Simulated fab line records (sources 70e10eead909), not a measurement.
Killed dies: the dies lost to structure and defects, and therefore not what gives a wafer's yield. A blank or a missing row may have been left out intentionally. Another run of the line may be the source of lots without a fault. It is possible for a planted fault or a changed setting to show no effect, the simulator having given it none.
Chamber matching + flow nandHarc + NHARC_A_STAIRCASE_DEP_325 on pecvd-01 has 3 sister chambers
The step deposits SiO2, target thk 3800 nm. 6 wafers are shown with their chamber, then 7 later ones without.

== WAFERS PAIRED WITH THEIR CHAMBERS ==
| wafer  | chamber | heaterPowerW (W) |
|--------|---------|------------------|
| L082.5 | 2       | 611              |
| L088.3 | 1       | 717              |
| L088.5 | 0       | 540              |
| L088.6 | 1       | 637              |
| L086.1 | 0       | 640              |
| L086.5 | 2       | 618              |

== WAFERS MISSING THEIR CHAMBER ==
| wafer  | heaterPowerW (W) |
|--------|------------------|
| L086.6 | 625              |
| L090.1 | 688              |
| L090.2 | 659              |
| L090.6 | 628              |
| L094.3 | 767              |
| L094.4 | 641              |
| L094.5 | 607              |

== THE CHAMBER EACH PASSED THROUGH ==
| wafer  | from the rows above          | in truth |
|--------|------------------------------|----------|
| L086.6 | can't be placed: 2 or 0 or 1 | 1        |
| L090.1 | can't be placed: 1 or 2 or 0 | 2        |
| L090.2 | can't be placed: 1 or 2 or 0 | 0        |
| L090.6 | can't be placed: 2 or 0 or 1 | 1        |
| L094.3 | can't be placed: 1 or 2 or 0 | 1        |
| L094.4 | can't be placed: 2 or 1 or 0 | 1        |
| L094.5 | can't be placed: 2 or 0 or 1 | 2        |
Placed correctly: 0 of 7. Unplaceable from these rows: 7, with the true chamber sitting among the candidates in 7. 0 placed wrongly.
How it was worked out, from the rows above alone: a wafer's distance from a chamber is the root of the sum, over the readings, of the square of ((its reading less the chamber's mean) divided by the reading's scatter). If the next closest chamber is less than 2 further off than the closest, the wafer can't be placed; otherwise it belongs to the closest. Each chamber's mean is taken over the wafers shown for it. How the scatter is found: for the shown wafers, subtract from each reading the mean of its chamber, square and add these, divide the total by (wafers less chambers), then take the root.
